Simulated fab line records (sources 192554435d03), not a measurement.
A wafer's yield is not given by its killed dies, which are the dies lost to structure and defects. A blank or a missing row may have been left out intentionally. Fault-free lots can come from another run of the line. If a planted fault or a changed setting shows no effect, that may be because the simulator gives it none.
fab line records + flow n5-finfet
record:
- lots: 5
- wafers: 15
- last-day: 14
route steps=1938 shown PASSIVATION@1921 END@1938
lots that met no fault: from a run of the same line without faults
start-h: start of the lot's first displayed wafer, in hours after the record's first day + wait-h: hours since the lot's step before + " same as the row above + L1.1+2: a row that stands for several wafers + - value missing, or start not given + * or withheld: withheld + < > ~ a bound
route shown NAME@n: a module of which the file shows steps, and the number in the route of the first + usual: mean/standard deviation of fault-free wafers + same: alike in all rows + chamber/n: place in a boat + sites: per-site readings + _std_site: standard deviation across them + _edge_site: mean of outer sites minus mean of inner sites + radius-mm: for every site, how far away it sits from the centre of the wafer + mask NAME#n: copy n + behind: tool/chamber where the wafer was last shaped + hold: why the lot went on hold/how many hours it stayed there/how the hold came to an end + device: names the non-switching transistor (n, p or np) + end of line: tests of these same wafers at the route's end + for a step that has no rows: nothing shown but its recipe + killed: the dies lost at the first sort to structure and to defects; this is not the yield of the wafer + map: a wafer's dies, marking killed ones x, the rest . and places with no die _
set.NAME: the setting as run; set.NAME@STEP: as run at that earlier step + model.NAME: the simulator's own value behind a step, which no gauge read
lots at some steps of the route; a table a step, a row a wafer
services: when a tool's chamber went out of use (start-h, in hours from the record's first day, below 0 if earlier), for how many hours, and the reason
== steps ==
step: N5_PASSIVATION_EXPOSE_41
recipe:
- mask-id: PASS_OPEN
- na: 0.55
- defocus-nm: 0
- source-shape: conventional
- sigma-outer: 0.8
- polarization: unpolarized
- target-cd-nm: 40000
- dose-mj: 57.25
| lot.wafer  | tool           | chamber | start-h | wait-h | mask        |
|------------|----------------|---------|---------|--------|-------------|
| L077.1+5+6 | krf-scanner-02 | 0       | 305.71  | -      | PASS_OPEN#0 |
| L074.2+4+6 | krf-scanner-02 | 0       | 306.86  | -      | PASS_OPEN#0 |
| L078.2+4+5 | krf-scanner-02 | 0       | 330.63  | -      | PASS_OPEN#0 |
| L081.2+3+5 | krf-scanner-02 | 0       | 340.01  | -      | PASS_OPEN#0 |
| L082.2+4+5 | krf-scanner-02 | 0       | 343.83  | -      | PASS_OPEN#0 |
step: N5_PASSIVATION_PEB_42
recipe:
- peb-temp-c: withheld
- peb-time-s: *
| lot.wafer  | tool           | chamber | start-h | wait-h |
|------------|----------------|---------|---------|--------|
| L077.1+5+6 | litho-track-01 | 0       | 305.77  | 0.1    |
| L074.2+4+6 | litho-track-05 | 0       | 306.92  | 0.0    |
| L078.2+4+5 | litho-track-01 | 0       | 330.68  | 0.0    |
| L081.2+3+5 | litho-track-03 | 0       | 340.06  | 0.0    |
| L082.2+4+5 | litho-track-01 | 0       | 343.89  | 0.0    |
step: N5_PASSIVATION_DEVELOP_43
recipe:
- develop-time-s: 60
- rinse-liquid: diw
- dry: air-spin
- dev-temp-c: 21
| lot.wafer  | tool           | chamber | start-h | wait-h |
|------------|----------------|---------|---------|--------|
| L077.1+5+6 | litho-track-01 | 0       | -       | -      |
| L074.2+4+6 | litho-track-05 | 0       | -       | -      |
| L078.2+4+5 | litho-track-01 | 0       | -       | -      |
| L081.2+3+5 | litho-track-03 | 0       | -       | -      |
| L082.2+4+5 | litho-track-01 | 0       | -       | -      |
step: N5_PASSIVATION_HARDBAKE_45
recipe:
- temp-c: 130
- time-s: 120
usual:
- plate-temp-C: 129.98/0.13
| lot.wafer | tool           | chamber | start-h | wait-h | plate-temp-C |
|-----------|----------------|---------|---------|--------|--------------|
| L077.1    | litho-track-01 | 0       | -       | -      | 129.87       |
| L077.5    | "              | 0       | "       | "      | 129.99       |
| L077.6    | "              | 0       | "       | "      | 129.82       |
| L074.2    | litho-track-05 | 0       | -       | -      | 130.17       |
| L074.4    | "              | 0       | "       | "      | 129.92       |
| L074.6    | "              | 0       | "       | "      | 130.07       |
| L078.2    | litho-track-01 | 0       | -       | -      | 130.07       |
| L078.4    | "              | 0       | "       | "      | 130.06       |
| L078.5    | "              | 0       | "       | "      | 129.83       |
| L081.2    | litho-track-03 | 0       | -       | -      | 130.15       |
| L081.3    | "              | 0       | "       | "      | 130.17       |
| L081.5    | "              | 0       | "       | "      | 130.15       |
| L082.2    | litho-track-01 | 0       | -       | -      | 130.15       |
| L082.4    | "              | 0       | "       | "      | 130.06       |
| L082.5    | "              | 0       | "       | "      | 130.19       |
step: N5_PASSIVATION_CD_MEAS_44
recipe:
- target-cd-nm: 40000
- landing-energy-ev: 500
- detector: se-inlens
usual:
- cd-nm: 40000/4.7
| lot.wafer | tool      | chamber | start-h | wait-h | cd-nm |
|-----------|-----------|---------|---------|--------|-------|
| L077.1    | cd-sem-03 | 0       | 305.89  | -      | 40000 |
| L077.5    | "         | 0       | "       | "      | 40000 |
| L077.6    | "         | 0       | "       | "      | 39991 |
| L074.2    | cd-sem-03 | 0       | 307.04  | -      | 40002 |
| L074.4    | "         | 0       | "       | "      | 40000 |
| L074.6    | "         | 0       | "       | "      | 40005 |
| L078.2    | cd-sem-03 | 0       | 330.81  | -      | 39998 |
| L078.4    | "         | 0       | "       | "      | 39986 |
| L078.5    | "         | 0       | "       | "      | 39990 |
| L081.2    | cd-sem-03 | 0       | 340.18  | -      | 39997 |
| L081.3    | "         | 0       | "       | "      | 39999 |
| L081.5    | "         | 0       | "       | "      | 39995 |
| L082.2    | cd-sem-03 | 0       | 344.01  | -      | 39994 |
| L082.4    | "         | 0       | "       | "      | 39997 |
| L082.5    | "         | 0       | "       | "      | 40004 |
step: N5_PASSIVATION_OVL_MEAS_66
recipe:
- points-per-wafer: 44
usual:
- PASS_OPEN_OVL: 1/4.7
| lot.wafer | tool       | chamber | start-h | wait-h | PASS_OPEN_OVL[nm] |
|-----------|------------|---------|---------|--------|-------------------|
| L077.1    | overlay-01 | 0       | 305.92  | 0.0    | 0                 |
| L077.5    | "          | 0       | "       | "      | 3                 |
| L077.6    | "          | 0       | "       | "      | -5                |
| L074.2    | overlay-01 | 0       | 307.07  | 0.0    | -3                |
| L074.4    | "          | 0       | "       | "      | -6                |
| L074.6    | "          | 0       | "       | "      | 0                 |
| L078.2    | overlay-02 | 0       | 330.84  | 0.0    | 0                 |
| L078.4    | "          | 0       | "       | "      | -6                |
| L078.5    | "          | 0       | "       | "      | -5                |
| L081.2    | overlay-02 | 0       | 340.21  | 0.0    | 0                 |
| L081.3    | "          | 0       | "       | "      | -3                |
| L081.5    | "          | 0       | "       | "      | 6                 |
| L082.2    | overlay-02 | 0       | 344.04  | 0.0    | -7                |
| L082.4    | "          | 0       | "       | "      | -1                |
| L082.5    | "          | 0       | "       | "      | 3                 |
step: N5_PASSIVATION_INSPECT_67
recipe:
- mode: adi
- inspect-instrument: macro
usual:
- raw-defect-count: 1.9/1.3
| lot.wafer | tool              | chamber | start-h | wait-h | raw-defect-count |
|-----------|-------------------|---------|---------|--------|------------------|
| L077.1    | defect-inspect-01 | -       | 305.95  | 0.0    | 3                |
| L077.5    | "                 | -       | "       | "      | 1                |
| L077.6    | "                 | -       | "       | "      | 0                |
| L074.2    | defect-inspect-02 | -       | 307.09  | 0.0    | 1                |
| L074.4    | "                 | -       | "       | "      | 5                |
| L074.6    | "                 | -       | "       | "      | 5                |
| L078.2    | defect-inspect-02 | -       | 330.86  | 0.0    | 2                |
| L078.4    | "                 | -       | "       | "      | 5                |
| L078.5    | "                 | -       | "       | "      | 1                |
| L081.2    | defect-inspect-02 | -       | 340.23  | 0.0    | 0                |
| L081.3    | "                 | -       | "       | "      | 1                |
| L081.5    | "                 | -       | "       | "      | 1                |
| L082.2    | defect-inspect-01 | -       | 344.06  | 0.0    | 3                |
| L082.4    | "                 | -       | "       | "      | 3                |
| L082.5    | "                 | -       | "       | "      | 0                |
step: N5_PASSIVATION_DESCUM_46
recipe:
- chemistry: O2
- time-s: 7.9
- source-power-w: 50
- bias-power-w: 20
- pressure-mtorr: 20
- rf-frequency-hz: 2.712e+07
- temp-c: 40
- o2-flow-sccm: 225
usual:
- drypump-motor-current-A: 5.6/0.5
- o2-flow-sccm: 224.9/0.64
- oes-product-au: 0.80/0.067
- rf-vpp-V: 243.1/1.4
- showerhead-plenum-p-Torr: 2.09/0.077
- throttle-valve-pct: 20.39/0.24
| lot.wafer | tool        | chamber | start-h | wait-h | drypump-motor-current-A | o2-flow-sccm | oes-product-au | rf-hours-counter-h | rf-vpp-V | showerhead-plenum-p-Torr | throttle-valve-pct |
|-----------|-------------|---------|---------|--------|-------------------------|--------------|----------------|--------------------|----------|--------------------------|--------------------|
| L077.1    | rie-diel-04 | 0       | 305.98  | 0.0    | 5.0                     | 224.6        | 0.77           | 138                | 242.0    | 2.02                     | 20.57              |
| L077.5    | "           | 3       | "       | "      | 5.8                     | 224.7        | 0.67           | -                  | 244.3    | 2.07                     | 20.33              |
| L077.6    | "           | 1       | "       | "      | 5.7                     | 224.7        | 0.70           | -                  | 240.7    | 1.98                     | 20.18              |
| L074.2    | rie-diel-06 | 2       | 307.13  | 0.0    | 5.4                     | 225.6        | 0.88           | 26                 | 243.8    | 2.15                     | 20.41              |
| L074.4    | "           | 0       | "       | "      | 5.2                     | 226.3        | 0.84           | 61                 | 242.5    | 2.12                     | 20.36              |
| L074.6    | "           | 3       | "       | "      | 5.0                     | 225.0        | 0.86           | -                  | 244.6    | 2.21                     | 20.59              |
| L078.2    | rie-diel-06 | 1       | 330.95  | 0.1    | 5.9                     | 224.1        | 0.83           | 87                 | 245.1    | 2.19                     | 20.33              |
| L078.4    | "           | 2       | "       | "      | 5.4                     | 224.7        | 0.88           | 32                 | 243.9    | 2.14                     | 20.43              |
| L078.5    | "           | 1       | "       | "      | 5.9                     | 225.5        | 0.83           | -                  | 244.4    | 2.19                     | 20.31              |
| L081.2    | rie-diel-03 | 1       | 340.79  | 0.6    | 6.3                     | 225.2        | 0.76           | 151                | 243.4    | 2.07                     | 20.06              |
| L081.3    | "           | 2       | "       | "      | 5.6                     | 225.7        | 0.78           | 133                | 241.6    | 2.02                     | 20.68              |
| L081.5    | "           | 0       | "       | "      | 5.2                     | 225.4        | 0.74           | -                  | 243.2    | 2.16                     | 20.50              |
| L082.2    | rie-diel-03 | 2       | 344.09  | 0.0    | 5.6                     | 224.9        | 0.77           | 134                | 242.1    | 2.02                     | 20.70              |
| L082.4    | "           | 2       | "       | "      | 5.6                     | 224.8        | 0.77           | -                  | 241.6    | 2.02                     | 20.70              |
| L082.5    | "           | 0       | "       | "      | 5.2                     | 225.9        | 0.74           | -                  | 244.3    | 2.16                     | 20.49              |
step: N5_PASSIVATION_PASS_ETCH_47
recipe:
- chemistry: CF4/O2
- target: SiNx
- target-depth-a: 7700
- time-s: 385
- ion-energy-ev: 100
- pressure-mtorr: 40
- source-w: 535
- bias-w: 49
- Ar_flow_sccm: 100
- cf4-flow-sccm: 100
- O2_flow_sccm: 10
usual:
- bias-w: 49.02/0.15
- drypump-motor-current-A: 5.6/0.51
- mfc-ar-sccm: 100.00/0.3
- oes-product-au: 0.80/0.066
- rf-vpp-V: 241/3.9
- showerhead-plenum-p-Torr: 2.21/0.083
- throttle-valve-pct: 15.86/0.2
| lot.wafer | tool        | chamber | start-h | wait-h | bias-w | drypump-motor-current-A | mfc-ar-sccm | oes-product-au | rf-hours-counter-h | rf-vpp-V | showerhead-plenum-p-Torr | throttle-valve-pct |
|-----------|-------------|---------|---------|--------|--------|-------------------------|-------------|----------------|--------------------|----------|--------------------------|--------------------|
| L077.1    | rie-diel-04 | 0       | 306.02  | 0.0    | 48.89  | 4.9                     | 100.10      | 0.78           | 139                | 235      | 2.12                     | 15.94              |
| L077.5    | "           | 3       | "       | "      | 48.93  | 5.8                     | 100.02      | 0.68           | -                  | 236      | 2.19                     | 15.92              |
| L077.6    | "           | 1       | "       | "      | 48.98  | 5.7                     | 99.68       | 0.72           | -                  | 237      | 2.10                     | 15.73              |
| L074.2    | rie-diel-06 | 2       | 307.16  | 0.0    | 48.84  | 5.4                     | 99.81       | 0.89           | 26                 | 240      | 2.24                     | 15.72              |
| L074.4    | "           | 0       | "       | "      | 49.00  | 5.3                     | 100.28      | 0.85           | 61                 | 240      | 2.23                     | 15.80              |
| L074.6    | "           | 3       | "       | "      | 48.95  | 5.0                     | 99.76       | 0.87           | -                  | 245      | 2.33                     | 16.10              |
| L078.2    | rie-diel-06 | 1       | 330.99  | 0.0    | 49.13  | 5.9                     | 99.72       | 0.84           | 87                 | 243      | 2.33                     | 15.84              |
| L078.4    | "           | 2       | "       | "      | 49.12  | 5.4                     | 100.53      | 0.88           | 33                 | 240      | 2.24                     | 15.73              |
| L078.5    | "           | 1       | "       | "      | 49.28  | 5.9                     | 99.91       | 0.83           | -                  | 243      | 2.33                     | 15.84              |
| L081.2    | rie-diel-03 | 1       | 340.82  | 0.0    | 48.89  | 6.3                     | 100.20      | 0.75           | 151                | 245      | 2.21                     | 15.69              |
| L081.3    | "           | 2       | "       | "      | 48.95  | 5.6                     | 99.65       | 0.78           | 133                | 246      | 2.12                     | 16.03              |
| L081.5    | "           | 0       | "       | "      | 49.09  | 5.2                     | 100.46      | 0.74           | -                  | 241      | 2.29                     | 16.02              |
| L082.2    | rie-diel-03 | 2       | 344.13  | 0.0    | 49.39  | 5.6                     | 99.81       | 0.77           | 135                | 248      | 2.12                     | 16.03              |
| L082.4    | "           | 2       | "       | "      | 49.12  | 5.6                     | 100.00      | 0.77           | -                  | 247      | 2.12                     | 16.04              |
| L082.5    | "           | 0       | "       | "      | 49.16  | 5.1                     | 99.92       | 0.74           | -                  | 240      | 2.29                     | 16.03              |
step: N5_PASSIVATION_ETCH_54
recipe:
- chemistry: CHF3/O2
- target: SiO2
- target-depth-a: 8800
- CHF3_flow_sccm: 50
- O2_flow_sccm: 5
- Ar_flow_sccm: 200
- time-s: 440
- mask-material: PR
- pressure-mtorr: 30
- source-w: 650
- bias-w: 170
- ion-energy-ev: 200
usual:
- bias-w: 170.0/0.5
- drypump-motor-current-A: 5.6/0.5
- mfc-ar-sccm: 200.0/0.57
- oes-product-au: 0.80/0.066
- rf-vpp-V: 524/8.1
- showerhead-plenum-p-Torr: 2.42/0.088
- throttle-valve-pct: 18.81/0.23
| lot.wafer | tool        | chamber | start-h | wait-h | bias-w | drypump-motor-current-A | mfc-ar-sccm | oes-product-au | rf-hours-counter-h | rf-vpp-V | showerhead-plenum-p-Torr | throttle-valve-pct |
|-----------|-------------|---------|---------|--------|--------|-------------------------|-------------|----------------|--------------------|----------|--------------------------|--------------------|
| L077.1    | rie-diel-04 | 0       | 306.24  | 0.1    | 169.9  | 5.0                     | 200.8       | 0.77           | 139                | 511      | 2.34                     | 18.98              |
| L077.5    | "           | 3       | "       | "      | 170.1  | 5.8                     | 199.6       | 0.67           | -                  | 514      | 2.40                     | 18.85              |
| L077.6    | "           | 1       | "       | "      | 170.3  | 5.7                     | 200.1       | 0.72           | -                  | 517      | 2.28                     | 18.54              |
| L074.2    | rie-diel-06 | 2       | 307.39  | 0.1    | 170.7  | 5.4                     | 201.2       | 0.89           | 26                 | 524      | 2.45                     | 18.65              |
| L074.4    | "           | 0       | "       | "      | 170.1  | 5.2                     | 200.2       | 0.84           | 61                 | 521      | 2.42                     | 18.66              |
| L074.6    | "           | 3       | "       | "      | 170.4  | 5.0                     | 199.7       | 0.88           | -                  | 532      | 2.56                     | 19.09              |
| L078.2    | rie-diel-06 | 1       | 331.21  | 0.1    | 169.1  | 5.9                     | 200.5       | 0.83           | 87                 | 529      | 2.54                     | 18.76              |
| L078.4    | "           | 2       | "       | "      | 170.1  | 5.4                     | 199.6       | 0.88           | 33                 | 524      | 2.45                     | 18.65              |
| L078.5    | "           | 1       | "       | "      | 169.6  | 5.9                     | 200.0       | 0.84           | -                  | 530      | 2.54                     | 18.78              |
| L081.2    | rie-diel-03 | 1       | 341.05  | 0.1    | 170.9  | 6.3                     | 200.0       | 0.76           | 151                | 534      | 2.42                     | 18.65              |
| L081.3    | "           | 2       | "       | "      | 171.0  | 5.6                     | 200.1       | 0.77           | 133                | 536      | 2.31                     | 18.98              |
| L081.5    | "           | 0       | "       | "      | 170.4  | 5.2                     | 201.0       | 0.74           | -                  | 523      | 2.50                     | 18.96              |
| L082.2    | rie-diel-03 | 2       | 344.36  | 0.1    | 170.6  | 5.6                     | 199.0       | 0.78           | 135                | 538      | 2.31                     | 18.97              |
| L082.4    | "           | 2       | "       | "      | 170.4  | 5.6                     | 200.6       | 0.78           | -                  | 537      | 2.31                     | 18.98              |
| L082.5    | "           | 0       | "       | "      | 169.7  | 5.2                     | 200.2       | 0.74           | -                  | 523      | 2.50                     | 18.95              |
step: N5_PASSIVATION_STRIP_48
recipe:
- chemistry: O2
- power-w: 600
- temp-c: 60
- pressure-mtorr: 30
- rf-frequency-hz: 6e+07
- bias-power-w: 0
- overash-fraction: 0.5
- o2-flow-sccm: 225
usual:
- drypump-motor-current-A: 5.6/0.51
- o2-flow-sccm: 225.0/0.61
- oes-product-au: 0.80/0.071
- rf-vpp-V: 3.6/2.8
- showerhead-plenum-p-Torr: 2.10/0.077
- throttle-valve-pct: 16.64/0.23
| lot.wafer | tool        | chamber | start-h | wait-h | drypump-motor-current-A | o2-flow-sccm | oes-product-au | rf-hours-counter-h | rf-vpp-V | showerhead-plenum-p-Torr | throttle-valve-pct |
|-----------|-------------|---------|---------|--------|-------------------------|--------------|----------------|--------------------|----------|--------------------------|--------------------|
| L077.1    | rie-diel-04 | 0       | 306.53  | 0.1    | 5.0                     | 224.0        | 0.77           | 139                | 1.0      | 2.02                     | 16.85              |
| L077.5    | "           | 3       | "       | "      | 5.7                     | 224.7        | 0.66           | -                  | 2.6      | 2.07                     | 16.69              |
| L077.6    | "           | 1       | "       | "      | 5.7                     | 224.7        | 0.71           | -                  | 2.3      | 1.99                     | 16.45              |
| L074.2    | rie-diel-06 | 2       | 307.68  | 0.1    | 5.4                     | 224.8        | 0.93           | 26                 | 3.3      | 2.15                     | 16.65              |
| L074.4    | "           | 0       | "       | "      | 5.2                     | 224.9        | 0.85           | 61                 | 0.8      | 2.12                     | 16.56              |
| L074.6    | "           | 3       | "       | "      | 5.0                     | 223.7        | 0.81           | -                  | 1.4      | 2.21                     | 16.83              |
| L078.2    | rie-diel-06 | 1       | 331.50  | 0.1    | 5.9                     | 224.8        | 0.83           | 88                 | 1.7      | 2.20                     | 16.55              |
| L078.4    | "           | 2       | "       | "      | 5.3                     | 225.0        | 0.89           | 33                 | 0.6      | 2.15                     | 16.67              |
| L078.5    | "           | 1       | "       | "      | 5.9                     | 224.8        | 0.82           | -                  | 3.1      | 2.20                     | 16.49              |
| L081.2    | rie-diel-03 | 1       | 341.34  | 0.1    | 6.3                     | 225.8        | 0.76           | 151                | 4.4      | 2.08                     | 16.37              |
| L081.3    | "           | 2       | "       | "      | 5.6                     | 225.6        | 0.77           | 133                | 1.7      | 2.03                     | 16.97              |
| L081.5    | "           | 0       | "       | "      | 5.2                     | 224.9        | 0.73           | -                  | 4.0      | 2.17                     | 16.73              |
| L082.2    | rie-diel-03 | 2       | 344.65  | 0.1    | 5.5                     | 224.9        | 0.78           | 135                | 1.3      | 2.03                     | 16.93              |
| L082.4    | "           | 2       | "       | "      | 5.6                     | 224.4        | 0.78           | -                  | 1.0      | 2.03                     | 16.85              |
| L082.5    | "           | 0       | "       | "      | 5.1                     | 224.8        | 0.73           | -                  | 3.9      | 2.17                     | 16.83              |
step: N5_PASSIVATION_STRIP_52
recipe:
- chemistry: post-etch-residue-remover
- time-s: 1200
- temp-c: 72.5
| lot.wafer  | tool         | chamber | start-h | wait-h |
|------------|--------------|---------|---------|--------|
| L077.1+5+6 | wet-bench-05 | 0,5,4   | 306.60  | -      |
| L074.2+4+6 | wet-bench-01 | 4,1,7   | 307.74  | -      |
| L078.2+4+5 | wet-bench-05 | 1,3,4   | 331.57  | -      |
| L081.2+3+5 | wet-bench-01 | 0,1,7   | 341.40  | -      |
| L082.2+4+5 | wet-bench-05 | 4,0,3   | 344.71  | -      |
step: N5_PASSIVATION_CLEAN_71
recipe:
- chemistry: IPA
- time-s: 180
- temp-c: 25
| lot.wafer  | tool         | chamber | start-h | wait-h |
|------------|--------------|---------|---------|--------|
| L077.1+5+6 | wet-bench-05 | 0,5,4   | 306.93  | 0.0    |
| L074.2+4+6 | wet-bench-01 | 4,1,7   | 308.08  | 0.0    |
| L078.2+4+5 | wet-bench-05 | 1,3,4   | 331.90  | 0.0    |
| L081.2+3+5 | wet-bench-01 | 0,1,7   | 341.74  | 0.0    |
| L082.2+4+5 | wet-bench-05 | 4,0,3   | 345.05  | 0.0    |
step: N5_PASSIVATION_SRD_72
recipe:
- dry: ipa-marangoni
- time-s: 30
- temp-c: 23
- rinse-liquid: diw
| lot.wafer  | tool         | chamber | start-h | wait-h |
|------------|--------------|---------|---------|--------|
| L077.1+5+6 | wet-bench-05 | 0,5,4   | 306.99  | 0.0    |
| L074.2+4+6 | wet-bench-01 | 4,1,7   | 308.13  | 0.0    |
| L078.2+4+5 | wet-bench-05 | 1,3,4   | 331.96  | 0.0    |
| L081.2+3+5 | wet-bench-01 | 0,1,7   | 341.79  | 0.0    |
| L082.2+4+5 | wet-bench-05 | 4,0,3   | 345.10  | 0.0    |
step: N5_PASSIVATION_ANNEAL_56
recipe:
- temp-c: 400
- time-s: 1800
- ambient: FGA
- idle-temp-c: 300
- ramp-up-c-per-min: 5
- ramp-down-c-per-min: 3
usual:
- spike-tc-lower-C: 400.4/1.5
- spike-tc-top-C: 428.1/1.2
- tube-center-temp-C: 400.01/0.034
| lot.wafer | tool       | chamber | start-h | wait-h | spike-tc-lower-C | spike-tc-top-C | tube-center-temp-C |
|-----------|------------|---------|---------|--------|------------------|----------------|--------------------|
| L077.1    | furnace-01 | 0       | 307.03  | 0.0    | 401.6            | 427.2          | 400.02             |
| L077.5    | "          | 0       | "       | "      | 402.4            | 426.7          | 400.01             |
| L077.6    | "          | 0       | "       | "      | 401.3            | 427.4          | 399.98             |
| L074.2    | furnace-03 | 0       | 308.46  | 0.3    | 399.3            | 426.0          | 400.03             |
| L074.4    | "          | 0       | "       | "      | 398.9            | 429.7          | 400                |
| L074.6    | "          | 0       | "       | "      | 399.0            | 430.9          | 400.03             |
| L078.2    | furnace-03 | 0       | 332.00  | 0.0    | 398.8            | 428.5          | 400.02             |
| L078.4    | "          | 0       | "       | "      | 398.0            | 428.3          | 400                |
| L078.5    | "          | 0       | "       | "      | 400.6            | 428.5          | 399.96             |
| L081.2    | furnace-02 | 0       | 341.83  | 0.0    | 400.1            | 429.1          | 400.02             |
| L081.3    | "          | 0       | "       | "      | 399.8            | 427.8          | 399.99             |
| L081.5    | "          | 0       | "       | "      | 398.2            | 429.7          | 399.99             |
| L082.2    | furnace-02 | 0       | 345.14  | 0.0    | 399.2            | 429.9          | 399.96             |
| L082.4    | "          | 0       | "       | "      | 399.8            | 428.2          | 400.01             |
| L082.5    | "          | 0       | "       | "      | 401.0            | 428.4          | 400.02             |
step: N5_PASSIVATION_PROBE_49
usual:
- defect-limited-yield: 91.2/1.4
- killed_at_M0_to_M3: 34/9.4
- killed_at_M4_up: 14/5.6
- killed-at-contacts: 13/7.8
- killed-at-front-end: 37/10
- killed-at-other: 4/3.3
- killed-dies: 103/17
- killed-on-rim: 14/3.5
- killed-open: 68/13
- killed-short: 33/8.2
- sort_bin_5_function: 5.1/0.92
- sort_bin_6_memory: 3.3/0.71
- sort-n-pass: 1077/17
- sort-yield-pct: 91.2/1.4
same:
- gross-dies: 1180
- killed-at-back-side: 0
- sort_bin_4_leakage[%]: 0
- sort_bin_8_speed[%]: 0
| lot.wafer | tool      | chamber | start-h | wait-h | defect-limited-yield[%] | killed_at_M0_to_M3 | killed_at_M4_up | killed-at-contacts | killed-at-front-end | killed-at-other | killed-dies | killed-on-rim | killed-open | killed-short | sort_bin_5_function[%] | sort_bin_6_memory[%] | sort-n-pass | sort-yield-pct[%] |
|-----------|-----------|---------|---------|--------|-------------------------|--------------------|-----------------|--------------------|---------------------|-----------------|-------------|---------------|-------------|--------------|------------------------|----------------------|-------------|-------------------|
| L082.2    | prober-02 | -       | 347.19  | 0.1    | 93.6                    | 22                 | 11              | 8                  | 34                  | 1               | 76          | 12            | 45          | 27           | 3.5                    | 2.4                  | 1104        | 93.6              |
killed by level:class
L082.2 BEOL_M3:geometric-particle:open=8 BEOL_M4:geometric-particle:open=6 ILD0:geometric-particle:short=5 MOL_CONTACT_COAG:geometric-particle:open=5 STARTING-WAFER:geometric-particle:open=5 DUMMY_GATE:geometric-particle:open=4 STARTING-WAFER:geometric-particle:short=4 HKMG_FIN:area-etch=4
step: N5_PASSIVATION_INSPECT_57
recipe:
- inspect-instrument: macro
- mode: outgoing
usual:
- raw-defect-count: 1.9/1.3
| lot.wafer | tool              | chamber | start-h | wait-h | raw-defect-count |
|-----------|-------------------|---------|---------|--------|------------------|
| L077.1    | defect-inspect-01 | -       | 309.39  | 0.0    | 2                |
| L077.5    | "                 | -       | "       | "      | 2                |
| L077.6    | "                 | -       | "       | "      | 3                |
| L074.2    | defect-inspect-01 | -       | 311.23  | 0.4    | 1                |
| L074.4    | "                 | -       | "       | "      | 1                |
| L074.6    | "                 | -       | "       | "      | 0                |
| L078.2    | defect-inspect-01 | -       | 334.35  | 0.0    | 2                |
| L078.4    | "                 | -       | "       | "      | 0                |
| L078.5    | "                 | -       | "       | "      | 2                |
| L081.2    | defect-inspect-01 | -       | 344.18  | 0.0    | 3                |
| L081.3    | "                 | -       | "       | "      | 2                |
| L081.5    | "                 | -       | "       | "      | 3                |
| L082.2    | defect-inspect-02 | -       | 347.49  | 0.0    | 3                |
| L082.4    | "                 | -       | "       | "      | 2                |
| L082.5    | "                 | -       | "       | "      | 1                |
== services ==
| tool           | chamber | start-h | hours | kind                          |
|----------------|---------|---------|-------|-------------------------------|
| krf-scanner-02 | -       | 295.73  | 0.5   | repair                        |
| rie-diel-03    | 0       | 314.36  | 19.1  | repair                        |
| rie-diel-03    | 1       | 319.35  | 9.5   | repair                        |
| rie-diel-06    | 0       | 335.30  | 4.4   | repair                        |
| rie-diel-03    | 3       | 338.59  | 11.0  | repair                        |
| rie-diel-04    | 3       | 341.90  | -     | clean                         |
| rie-diel-04    | 3       | 341.90  | -     | consumable-replace:focus-ring |
| rie-diel-04    | 3       | 341.90  | 15.6  | scheduled-down                |
| rie-diel-04    | 3       | 341.90  | 15.6  | vent-cycle                    |
== key ==
fault none
